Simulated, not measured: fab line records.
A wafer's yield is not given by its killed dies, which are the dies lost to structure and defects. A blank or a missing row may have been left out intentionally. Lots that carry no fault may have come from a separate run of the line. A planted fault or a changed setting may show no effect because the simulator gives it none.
A lot that was struck, set against a sound lot -- flow n5_finfet -- 32 steps out of a route of 1938
Sound: these wafers, L454.3, L454.4, L454.6. Wafers struck: L460.1, L460.2, L460.4. Last of all comes the cause.
Each step with rows lists, per side, the tool, then ch with its chambers, then its first start. Under that, the readings that differ: sound wafers -- struck wafers -- difference of the means -- sigmas: that difference in standard deviations of wafers without a fault.
alike: same words and numbers on both sides, and readings whose means sit less than 2 such deviations apart. not compared: any withheld reading, any reading some wafer has no value for, any bound like >300 that may hide the same value, and any number with overlapping values for which the record gives no deviation.
A row with sigmas, a row that says differs or no value, or rows on one side alone: a step with any of these is where the two part. Numbers that don't overlap but have no deviation are shown without sigmas and don't part them. A reading that every wafer of one side lacks parts them only if that side has two wafers or more.

first, 8 steps without rows for these wafers: N5_SD_EPI_P_PRECLEAN_32 (cleans in dHF, time 10 s); N5_SD_EPI_P_PRECLEAN_33 (cleans in SC2, time 45 s); N5_SD_EPI_P_SRD_25 (time 30 s); N5_SD_ACTIVATION_RTA_00 (time 0 s); N5_SD_ACTIVATION_LSA_01 (time 0.0008 s); N5_ILD0_LINER_00 (material SiNx, target thk 4 nm, pulse time 1 s, purge time 2 s); N5_ILD0_FCVD_FILL_01 (material SiO2 flowable, target thk 200 nm, time 328.3 s); N5_ILD0_CURE_02 (time 1800 s).
N5_ILD0_CMP_03: polishes, stops on SiNx, t overpolish 1.9 s, target thk 197.38 nm.
  sound on cmp-01 ch 0,3, day 5 09:53; struck on cmp-01 ch 0,1,3, day 6 20:06
  alike: motor_current_A, overpolish_run_s, slurry_filter_dp_kPa, time_to_endpoint_s
then, 22 steps without rows for these wafers: N5_ILD0_CMP_07 (polishes SiO2 flowable, stops on poly-Si, t overpolish 1.18 s, target thk 138.88 nm); N5_ILD0_PRECLEAN_10 (cleans in NF3:NH3, afs cycles 5, time 20 s, sublimation time 60 s); N5_ILD0_ALD_15 (deposits SiNx, target thk 24 nm, pulse time 1 s, ald cycles 480); N5_ILD0_CMP_12 (polishes SiNx, stops on poly-Si, t overpolish 6 s, target thk 17.67 nm); N5_SDB_HM_DEP_00 (deposits SiNx from SiH4/NH3/N2, target thk 40 nm, time 35.3 s); N5_SDB_COAT_03 (time 60 s, resist thk 100 nm); N5_SDB_COAT_04 (time 60 s, resist thk 18 nm); N5_SDB_COAT_05 (resist thk 90 nm); N5_SDB_EBR_07; N5_SDB_SOFTBAKE_06 (time 60 s); N5_SDB_EXPOSE_08 (exposes mask SDB); N5_SDB_PEB_09 (peb time 60 s); N5_SDB_DEVELOP_10 (develop time 30 s); N5_SDB_DESCUM_16 (chemistry O2, time 7.9 s); N5_SDB_ETCH_17 (etches SiARC in CF4, target depth 23.4 nm, time 39 s); N5_SDB_ETCH_18 (etches SOC in N2/H2, target depth 100 nm, overetch 20 nm, time 150 s); N5_SDB_STRIP_19 (strips in N2/H2); N5_SDB_STRIP_21 (strips in CF4); N5_SDB_HM_OPEN_20 (chemistry CH3F/O2, target SiNx, stops on poly-Si, target depth 24 nm); N5_SDB_STRIP_22 (strips in N2/H2); N5_SDB_PRECLEAN_23 (cleans in dHF, time 30 s); N5_SDB_DUMMY_REMOVE_24 (chemistry TMAH, target poly-Si, stops on SiO2, target depth 142 nm, time 57 s, rinse time 30 s).
-- the record jumps here: 9 days lie between the struck wafers' starts before and after (it left off in module SDB and takes up again in module PASSIVATION, whose first step shown is number 1936 of the route) --
N5_PASSIVATION_PROBE_49:
  record: rows for the struck wafers here (prober-01, day 16 04:10), none for the sound ones

== WHERE THEY PART ==
Only at N5_PASSIVATION_PROBE_49, as far as this record shows.

WHY: what had been put in by the simulator
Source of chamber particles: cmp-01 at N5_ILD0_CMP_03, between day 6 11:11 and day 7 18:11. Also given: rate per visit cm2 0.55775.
